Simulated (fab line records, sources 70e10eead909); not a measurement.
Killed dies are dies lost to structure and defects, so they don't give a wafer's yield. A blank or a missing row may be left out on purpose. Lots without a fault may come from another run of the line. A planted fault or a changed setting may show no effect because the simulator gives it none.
Problem report in the 8D (eight disciplines) form, filled by code | flow nand_harc | the parts of the form that need people (team, actions taken, sign-off) are left out

1. THE PROBLEM
killed_at_array at NHARC_END_SORT_01 reads a mean of 618 on 2 wafers of 1 lot; wafers without a fault read 55 with a standard deviation of 20. That is +28 standard deviations from the usual mean.
First seen on wafer L890.1, day 30 05:29, on prober-02. The record holds 2 wafers of 1 lot with a number at this step. Rule for "out", or "out of limits": more than 4 standard deviations from the usual mean. The other wafers with a number count as sound.

2. WHAT IT IS AND WHAT IT IS NOT
question                    | is                           | is not
which readings at this step | killed_at_array, killed_dies | killed_at_other, killed_at_periphery, killed_short
which lots                  | L890                         | -
which wafers of those lots  | all that have a number       | -
read on which gauges        | prober-02                    | -
when                        | from day 30 05:29            | up to then (0 sound wafers)

3. SUSPECTS, AND WHAT RULES EACH OUT
Counting: a tool at a process step up to the reading stays a suspect if it ran every lot that is out and no sound lot after the first of them.
- the gauge at NHARC_END_SORT_01: ruled out. All the wafers that are out were read on prober-02, but those of them that NHARC_A_SGD_CUT_ETCH_16 has rows for are out there too, on other tools.
- rie_diel-09 at NHARC_A_SGD_CUT_ETCH_58 (etches the open film in CF4, target depth 39 nm, time 65 s): kept. It ran the lot that is out, L890 (day 25 03:58), and no sound lot after that.
- rie_diel-09 at NHARC_A_SGD_CUT_ETCH_59 (etches the open film in N2/H2, target depth 260 nm, time 406.25 s): kept. It ran the lot that is out, L890 (day 25 04:28), and no sound lot after that. NHARC_A_SGD_CUT_ETCH_59 gives no start for some lots, so the hours and the order of its lots are those of NHARC_A_SGD_CUT_ETCH_16.
- rie_diel-09 at NHARC_A_SGD_CUT_ETCH_16 (etches the open film in C4F8/O2/Ar, target depth 310.5 nm, time 155.2 s): kept. It ran the lot that is out, L890 (day 25 04:28), and no sound lot after that. Its own readings are out on those wafers: oes_product_au.
Left after counting: rie_diel-09 at NHARC_A_SGD_CUT_ETCH_58, rie_diel-09 at NHARC_A_SGD_CUT_ETCH_59, rie_diel-09 at NHARC_A_SGD_CUT_ETCH_16.

4. THE CAUSE (what the simulator had put in)
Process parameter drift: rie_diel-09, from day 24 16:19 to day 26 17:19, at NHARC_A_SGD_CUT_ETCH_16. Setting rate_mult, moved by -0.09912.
Counting left 3 suspects, and this tool is among them.

5. THE CHAIN OF EFFECTS, in route order
Each row: a reading whose mean over the struck wafers that have a number lies more than 3 standard deviations from the usual. Only readings for which the record gives a usual standard deviation are gone through. hours: the time from each lot's start at the first step in this table that gives one to its start at this step, as a median over the lots. sigmas: the change in usual standard deviations.
hours | step                    | reading         | usual      | on struck wafers | change | sigmas
0     | NHARC_A_SGD_CUT_ETCH_16 | oes_product_au  | 0.968 a.u. | 0.883            | -0.085 | -5.0
121   | NHARC_END_SORT_01       | killed_at_array | 55         | 618              | +564   | +28
121   | NHARC_END_SORT_01       | killed_dies     | 60         | 621              | +561   | +27
The process steps in it:
- NHARC_A_SGD_CUT_ETCH_16: etches the open film in C4F8/O2/Ar, target depth 310.5 nm, time 155.2 s.

6. WHAT WOULD HAVE CAUGHT IT SOONER
In this record the first reading out of limits at a measuring or inspecting step was taken at day 30 05:29, 133 hours after the fault began at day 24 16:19.
The tool's own readings at NHARC_A_SGD_CUT_ETCH_16 were out on every struck wafer that the step has a row for (oes_product_au): an alarm limit on them would have fired on the first of those.
All the lots that are out (1) had begun NHARC_A_SGD_CUT_ETCH_16 on rie_diel-09 by day 30 05:29. A hold on the tool at that time would have spared none of them.
